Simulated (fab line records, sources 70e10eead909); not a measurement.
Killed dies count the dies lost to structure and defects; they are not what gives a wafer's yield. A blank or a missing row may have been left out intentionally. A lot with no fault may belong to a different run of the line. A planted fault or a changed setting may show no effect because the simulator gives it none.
fab line records    flow nand-harc
record: lots: 12  wafers: 36  last-day: 24
route steps=1159 shown A_SLIT@793 A_WL_FILL@809 END@1159
lots that met no fault: taken from a fault-free run of the same line
start-h: start of the lot's first displayed wafer, in hours after the record's first day    wait-h: how many hours have passed since the lot's step before this one    " as in the row above    L1.1+2: a single row standing in for several wafers    - no value, or no start given    * or withheld: withheld    < > ~ a bound
route shown NAME@n: NAME is a module with steps in the file, n the number in the route of the first one    usual: the fault-free wafers' mean and standard deviation    same: alike in all rows    chamber/n: place in a boat    sites: each site's reading    _std_site: the standard deviation of these    _edge_site: mean of outer sites minus mean of inner sites    radius-mm: for every site, how far away it sits from the centre of the wafer    mask NAME#n: copy n    behind: the last tool/chamber to shape the wafer    hold: reason for holding the lot/hours on hold/outcome of the hold    device: transistor that didn't switch, given as n, p or np    end of line: at the end of the route, the tests of the same wafers    a step with no rows: only its recipe    killed: at the first sort, the dies lost to defects and structure; wafer yield is something else    map: per-die view of a wafer (x killed, . not killed, _ where there is no die)
set.NAME: setting as actually run; set.NAME@STEP: the setting as run at that earlier step    model.NAME: the simulator's own value behind a step, which no gauge read
the route's steps for a sample of lots (tables are steps, rows are wafers)
services: the hour from which a tool's chamber was out of use, counted from the record's first day as start-h (under 0 if before that day), plus the number of hours and why
== steps ==
step: NHARC_A_SLIT_DESCUM_14
recipe: time-s: 3  o2-flow-sccm: 200  ar-flow-sccm: 0  bias-power-w: 0  chemistry: O2
usual: drypump-motor-current-A: 5.9/0.35  oes-product-au: 0.998/0.0065  rf-vpp-V: 57.7/0.84  showerhead-plenum-p-Torr: 1.89/0.075  throttle-valve-pct: 11.310/0.0099
lot.wafer  tool         chamber  start-h  wait-h  drypump-motor-current-A  oes-product-au  rf-hours-counter-h  rf-vpp-V  showerhead-plenum-p-Torr  throttle-valve-pct
L422.4     rie-diel-12  1        326.24   0.1     5.5                      0.997           7.3                 56.4      1.82                      11.298
L422.6     "            2        "        "       6.5                      1.003           -                   57.3      1.92                      11.312
L422.5     "            3        "        "       6.1                      1.000           -                   56.9      1.79                      11.310
L426.2     rie-diel-13  1        331.18   0.1     6.0                      0.991           2.8                 57.6      1.89                      11.297
L426.5     "            3        "        "       5.9                      0.998           -                   57.6      1.80                      11.298
L426.6     "            0        "        "       6.0                      1.001           -                   59.3      2.05                      11.302
L423.3     rie-diel-13  3        332.11   0.1     5.9                      1.003           2.7                 57.5      1.80                      11.309
L423.5     "            0        "        "       5.9                      0.998           -                   57.4      2.05                      11.317
L423.6     "            1        "        "       6.0                      0.994           -                   58.9      1.89                      11.301
L424.4     rie-diel-12  0        333.22   0.1     6.1                      0.992           7.7                 57.3      1.89                      11.310
L424.1     "            2        "        "       6.5                      1.013           7.7                 57.3      1.91                      11.307
L424.6     "            0        "        "       6.1                      0.997           -                   58.7      1.89                      11.318
L425.3     rie-diel-13  1        336.10   0.1     6.0                      1.005           3.6                 57.9      1.89                      11.301
L425.1     "            3        "        "       5.9                      1.002           3.3                 58.1      1.80                      11.303
L425.5     "            1        "        "       6.0                      0.998           -                   58.0      1.89                      11.320
L428.3     rie-diel-12  3        358.80   0.1     6.2                      1.000           10.1                58.0      1.79                      11.315
L428.1     "            0        "        "       6.1                      0.996           9.8                 59.1      1.89                      11.303
L428.2     "            2        "        "       6.5                      0.996           10.3                58.4      1.91                      11.303
L436.4     rie-diel-13  2        405.49   0.1     6.6                      0.997           -                   57.0      1.91                      11.300
L436.5     "            3        "        "       5.8                      0.997           -                   58.0      1.80                      11.307
L436.6     "            0        "        "       5.9                      0.993           -                   57.8      2.05                      11.316
L435.4     rie-diel-08  3        415.08   0.1     5.5                      0.993           7.0                 56.2      1.91                      11.302
L435.5     "            1        "        "       5.3                      0.998           -                   56.4      1.81                      11.304
L435.6     "            2        "        "       6.0                      0.994           -                   57.0      1.93                      11.316
L438.2     rie-diel-12  3        430.17   0.1     6.1                      1.001           2.3                 57.2      1.79                      11.301
L438.4     "            1        "        "       5.5                      1.001           2.4                 58.0      1.82                      11.316
L438.5     "            2        "        "       6.5                      1.000           -                   57.2      1.91                      11.305
L441.1     rie-diel-13  2        430.20   0.1     6.6                      0.995           10.4                56.6      1.91                      11.290
L441.2     "            3        "        "       5.9                      0.991           8.8                 57.6      1.80                      11.316
L441.3     "            0        "        "       6.0                      0.992           9.0                 57.3      2.05                      11.307
L443.2     rie-diel-08  0        430.25   0.1     5.6                      1.003           8.5                 57.1      1.94                      11.296
L443.4     "            1        "        "       5.3                      1.006           7.6                 58.0      1.81                      11.320
L443.6     "            3        "        "       5.5                      1.003           -                   56.2      1.91                      11.330
L437.1     rie-diel-12  0        432.00   0.1     6.1                      0.994           2.7                 57.8      1.89                      11.302
L437.3     "            1        "        "       5.5                      0.998           2.6                 59.0      1.82                      11.306
L437.6     "            3        "        "       6.1                      1.001           -                   57.5      1.78                      11.306
step: NHARC_A_SLIT_ETCH_17
recipe: bias-v: 900  source-w: withheld  pressure-mtorr: 20  ar-flow-sccm: 375  c4f8-flow-sccm: 83.3  o2-flow-sccm: 41.7  time-s: 1687.5  target-depth-a: 1.01e+05  chemistry: C4F8/O2/Ar
usual: drypump-motor-current-A: 6.0/0.58  showerhead-plenum-p-Torr: 3.78/0.042  throttle-valve-pct: 32.047/0.009
lot.wafer  tool         chamber  start-h  wait-h  drypump-motor-current-A  rf-hours-counter-h  showerhead-plenum-p-Torr  throttle-valve-pct
L422.4     har-etch-01  1        327.72   -       6.2                      -                   3.80                      32.058
L422.5     "            0        "        "       6.7                      -                   3.80                      32.053
L422.6     "            1        "        "       6.2                      -                   3.80                      32.042
L426.2     har-etch-02  0        332.18   -       5.2                      181                 3.84                      32.027
L426.5     "            1        "        "       5.4                      -                   3.71                      32.047
L426.6     "            0        "        "       5.2                      -                   3.84                      32.025
L423.3     har-etch-01  1        333.36   -       6.2                      -                   3.80                      32.049
L423.6     "            1        "        "       6.2                      -                   3.80                      32.038
L423.5     "            0        "        "       6.7                      -                   3.80                      32.043
L424.1     har-etch-02  1        333.98   -       5.4                      183                 3.71                      32.052
L424.4     "            1        "        "       5.4                      -                   3.71                      32.052
L424.6     "            1        "        "       5.4                      -                   3.71                      32.045
L425.1     har-etch-01  0        336.86   -       6.7                      3                   3.80                      32.051
L425.3     "            1        "        "       6.2                      -                   3.80                      32.033
L425.5     "            1        "        "       6.2                      -                   3.80                      32.049
L428.1     har-etch-01  1        359.56   -       6.2                      16                  3.79                      32.039
L428.2     "            0        "        "       6.6                      16                  3.79                      32.042
L428.3     "            1        "        "       6.2                      -                   3.79                      32.046
L436.4     har-etch-01  0        410.58   -       6.6                      -                   3.78                      32.045
L436.6     "            0        "        "       6.6                      -                   3.78                      32.051
L436.5     "            1        "        "       6.2                      -                   3.78                      32.061
L435.4     har-etch-02  0        416.57   -       5.2                      -                   3.82                      32.051
L435.6     "            1        "        "       5.4                      -                   3.69                      32.038
L435.5     "            0        "        "       5.2                      -                   3.82                      32.034
L438.2     har-etch-02  1        430.93   -       5.4                      218                 3.69                      32.059
L438.4     "            1        "        "       5.4                      -                   3.69                      32.043
L438.5     "            0        "        "       5.2                      -                   3.82                      32.044
L441.1     har-etch-01  0        430.96   -       6.6                      52                  3.77                      32.038
L441.2     "            1        "        "       6.2                      52                  3.77                      32.058
L441.3     "            1        "        "       6.2                      -                   3.77                      32.034
L443.2     har-etch-02  1        432.86   -       5.4                      220                 3.69                      32.033
L443.4     "            1        "        "       5.4                      -                   3.69                      32.047
L443.6     "            0        "        "       5.2                      -                   3.82                      32.058
L437.1     har-etch-01  0        434.28   -       6.7                      55                  3.77                      32.047
L437.3     "            0        "        "       6.7                      -                   3.77                      32.038
L437.6     "            0        "        "       6.7                      -                   3.77                      32.054
step: NHARC_A_WL_FILL_ALD_00
recipe: target-thk-a: 30  pulse-time-s: 3  ald-cycles: 30  temp-c: 300  material: Al2O3
usual: heater-power-w: 466/41  precursor-pulse-height-rel: 0.998/0.02
same: ald-cycles: 30
lot.wafer  tool       chamber  start-h  wait-h  heater-power-w  precursor-pulse-height-rel
L422.4     ald-hk-04  1        337.38   0.1     459             0.968
L422.5     "          1        "        "       448             1.007
L422.6     "          2        "        "       431             1.010
L426.2     ald-hk-04  3        342.32   0.1     497             0.957
L426.5     "          3        "        "       494             1.007
L426.6     "          0        "        "       445             1.015
L423.3     ald-hk-02  0        342.37   0.1     467             0.985
L423.5     "          2        "        "       464             0.971
L423.6     "          3        "        "       544             1.015
L424.4     ald-hk-01  0        342.39   0.1     525             1.008
L424.1     "          1        "        "       504             0.995
L424.6     "          0        "        "       509             1.021
L425.1     ald-hk-02  2        347.35   0.1     446             1.020
L425.3     "          3        "        "       524             1.006
L425.5     "          1        "        "       386             0.994
L428.3     ald-hk-01  0        370.00   0.1     520             0.990
L428.1     "          1        "        "       498             0.977
L428.2     "          3        "        "       474             0.992
L436.4     ald-hk-04  0        419.13   0.3     424             0.980
L436.6     "          1        "        "       447             1.002
L436.5     "          2        "        "       433             1.001
L435.4     ald-hk-04  1        426.29   0.1     448             0.976
L435.5     "          3        "        "       499             1.014
L435.6     "          0        "        "       418             1.023
L441.2     ald-hk-01  3        441.33   0.1     433             1.010
L441.3     "          0        "        "       509             1.037
L441.1     "          1        "        "       529             0.979
L438.4     ald-hk-04  1        441.33   0.1     456             1.016
L438.2     "          2        "        "       430             0.993
L438.5     "          1        "        "       455             1.004
L443.2     ald-hk-01  2        441.52   0.2     452             0.984
L443.4     "          3        "        "       439             0.972
L443.6     "          1        "        "       524             0.989
L437.3     ald-hk-01  2        444.66   0.1     449             0.994
L437.1     "          3        "        "       436             0.975
L437.6     "          1        "        "       514             1.006
step: NHARC_A_WL_FILL_ETCHBACK_04
recipe: target-depth-a: 600  time-s: 120  chemistry: NF3
usual: drypump-motor-current-A: 5.8/0.48  oes-product-au: 1.002/0.007  run-length-s: 141.4/0.37
lot.wafer  tool          chamber  start-h  wait-h  drypump-motor-current-A  oes-product-au  rf-hours-counter-h  run-length-s
L422.4     rie-metal-03  1        345.20   1.5     6.8                      0.989           -                   142.0
L422.6     "             1        "        "       6.8                      0.997           -                   141.7
L422.5     "             0        "        "       6.1                      1.012           -                   140.9
L426.2     rie-metal-02  0        349.23   2.8     5.5                      0.994           3.4                 141.3
L426.6     "             1        "        "       5.4                      0.999           -                   141.6
L426.5     "             0        "        "       5.5                      1.012           -                   141.0
L423.3     rie-metal-01  0        349.68   2.0     5.7                      1.004           -                   141.5
L423.5     "             0        "        "       5.7                      1.004           -                   141.2
L423.6     "             1        "        "       5.9                      0.990           -                   141.0
L424.1     rie-metal-02  1        352.11   2.4     5.4                      1.018           3.7                 141.6
L424.4     "             1        "        "       5.4                      1.013           -                   141.7
L424.6     "             0        "        "       5.5                      0.998           -                   141.4
L425.1     rie-metal-02  1        354.93   2.9     5.4                      1.005           3.9                 141.7
L425.3     "             0        "        "       5.5                      1.007           -                   141.4
L425.5     "             1        "        "       5.4                      1.010           -                   141.6
L428.1     rie-metal-03  0        386.77   2.4     6.1                      1.006           2.7                 141.4
L428.2     "             1        "        "       6.8                      0.995           2.7                 149.7
L428.3     "             0        "        "       6.1                      1.001           -                   149.3
L436.4     rie-metal-02  1        427.40   2.0     5.4                      0.995           -                   141.7
L436.5     "             1        "        "       5.4                      0.991           -                   142.0
L436.6     "             0        "        "       5.5                      0.993           -                   141.0
L435.4     rie-metal-01  1        430.61   1.6     5.9                      1.001           -                   141.5
L435.5     "             0        "        "       5.7                      1.016           -                   141.7
L435.6     "             1        "        "       5.9                      1.013           -                   141.1
L441.2     rie-metal-02  0        445.56   2.8     5.5                      1.007           1.1                 141.0
L441.1     "             1        "        "       5.4                      0.994           1.1                 141.6
L441.3     "             1        "        "       5.4                      1.003           -                   141.7
L438.2     rie-metal-01  1        445.59   2.4     5.9                      1.007           3.0                 141.2
L438.4     "             0        "        "       5.7                      1.009           -                   141.0
L438.5     "             0        "        "       5.7                      1.010           -                   141.2
L443.2     rie-metal-02  0        448.37   2.4     5.5                      1.006           1.4                 141.1
L443.4     "             0        "        "       5.5                      1.006           -                   141.1
L443.6     "             1        "        "       5.4                      1.004           -                   141.8
L437.1     rie-metal-02  0        456.31   2.9     5.5                      1.007           1.6                 141.0
L437.3     "             1        "        "       5.4                      0.994           -                   142.3
L437.6     "             1        "        "       5.4                      0.995           -                   142.0
step: NHARC_END_SORT_01
recipe: temp-c: 25
usual: killed-at-array: 25/9.8  killed-at-other: 0.8/1.1  killed-at-periphery: 3.3/2.1  killed-dies: 29/10  killed-open: 3.3/1.8  killed-short: 1.9/1.4
same: gross-dies: 677
lot.wafer  tool       chamber  start-h  wait-h  killed-at-array  killed-at-other  killed-at-periphery  killed-dies  killed-open  killed-short
L438.2     prober-02  0        549.06   2.8     40               0                7                    47           3            4
L438.4     prober-02  0        550.64   3.4     39               0                5                    44           3            4
L438.5     prober-02  0        551.42   3.7     36               0                1                    37           3            1
L437.1     prober-01  0        571.53   2.5     19               2                0                    21           2            3
L437.3     prober-01  0        573.14   3.1     28               1                3                    32           1            3
L437.6     prober-01  0        575.55   4.0     26               0                4                    30           5            4
killed by level:class
L438.2 A_CHANNEL_HOLE_D1:chamber-film-flake=20 A_SLIT:chamber-film-flake=12 A_STAIRCASE:chamber-film-flake=4 P_GATE:chamber-film-flake=3 A_ONON_D1:geometric-particle:short=2 A_M0:geometric-particle:open=2 P_CONTACT:geometric-particle:open=1 P_M0:geometric-particle:short=1
L438.4 A_CHANNEL_HOLE_D1:chamber-film-flake=18 A_SLIT:chamber-film-flake=10 A_CONTACT:geometric-particle:open=3 P_STI:chamber-film-flake=3 A_CONTACT:chamber-film-flake=3 A_STAIRCASE:chamber-film-flake=2 P_M0:geometric-particle:short=1 A_CHANNEL_HOLE_D1:geometric-particle:short=1
L438.5 A_SLIT:chamber-film-flake=16 A_CHANNEL_HOLE_D1:chamber-film-flake=14 A_CONTACT:chamber-film-flake=2 P_CONTACT:geometric-particle:short=1 A_CONTACT:geometric-particle:open=1 A_BLC:geometric-particle:open=1 A_M0:geometric-particle:open=1 A_STAIRCASE:chamber-film-flake=1
L437.1 A_CHANNEL_HOLE_D1:chamber-film-flake=6 A_CONTACT:chamber-film-flake=4 A_STAIRCASE:chamber-film-flake=3 A_CONTACT:geometric-particle:open=2 THIN_TSV:chamber-film-flake=2 A_CHANNEL_FILL_D1:geometric-particle:short=1 A_STAIRCASE:geometric-particle:short=1 A_WL_FILL:geometric-particle:short=1
L437.3 A_CHANNEL_HOLE_D1:chamber-film-flake=19 A_CONTACT:chamber-film-flake=3 A_WL_FILL:chamber-film-flake=2 P_M0:geometric-particle:short=1 A_ONON_D1:geometric-particle:short=1 A_CONTACT:geometric-particle:open=1 A_CONTACT:geometric-particle:short=1 P_ZERO_WELL:chamber-film-flake=1
L437.6 A_CHANNEL_HOLE_D1:chamber-film-flake=13 A_STAIRCASE:chamber-film-flake=5 P_STI:geometric-particle:short=1 P_M2:geometric-particle:open=1 A_SOURCE_PLATE:geometric-particle:short=1 A_ONON_D1:geometric-particle:open=1 A_SGD_CUT:geometric-particle:open=1 A_WL_FILL:geometric-particle:short=1
== services ==
tool          chamber  start-h  hours  kind
har-etch-01   -        305.00   17.0   pm
har-etch-01   0        305.00   17.0   vent-cycle
har-etch-01   1        305.00   17.0   vent-cycle
har-etch-01   0        322.00   -      clean
har-etch-01   0        322.00   -      consumable-replace:focus-ring
har-etch-01   1        322.00   -      clean
har-etch-01   1        322.00   -      consumable-replace:focus-ring
ald-hk-04     -        324.43   1.1    repair
rie-metal-01  -        332.00   9.0    pm
rie-diel-13   1        338.45   3.7    repair
rie-diel-12   -        379.80   9.0    pm
rie-metal-02  -        388.19   9.0    pm
har-etch-02   -        388.99   25.3   repair
rie-metal-01  -        391.45   1.5    repair
rie-diel-13   1        404.72   7.4    repair
ald-hk-01     -        412.56   10.0   pm
rie-metal-03  -        414.47   0.5    repair
rie-diel-13   1        418.34   10.3   repair
rie-diel-13   3        420.37   8.8    repair
ald-hk-01     -        428.77   0.7    repair
ald-hk-04     -        431.25   0.4    repair
rie-metal-01  1        448.59   15.4   repair
rie-metal-03  -        453.00   9.0    pm
rie-diel-13   -        453.26   9.0    pm
== key ==
first-sign: step: NHARC_A_WL_FILL_ETCHBACK_04  reading: run-length-s  direction: up  sigmas: 22  usual: *  struck: *
effect none on later readings
met-at NHARC_A_WL_FILL_ETCHBACK_04
struck-lots L428
struck-wafers L428.2,L428.3
tester-left-out L428
not-acting-at NHARC_A_SLIT_DESCUM_14,NHARC_A_SLIT_ETCH_17,NHARC_A_WL_FILL_ALD_00
onset-between 345.20 386.77
fault: kind: process-parameter-drift  tool: rie-metal-03  chamber: -  onset-h: 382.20  steps: NHARC_A_WL_FILL_ETCHBACK_04  channel: time-s  offset: *  shape: step  end-h: 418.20  scope: struck-wafers-only  acts-in: *  stated: *
tester-left-out: of these lots the tester's yield and bins aren't shown, on N5 and GAA mostly nor the transistor test; their killed dies are dies lost to structure and defects alone, not to doping, threshold or leakage, so they don't give the yield
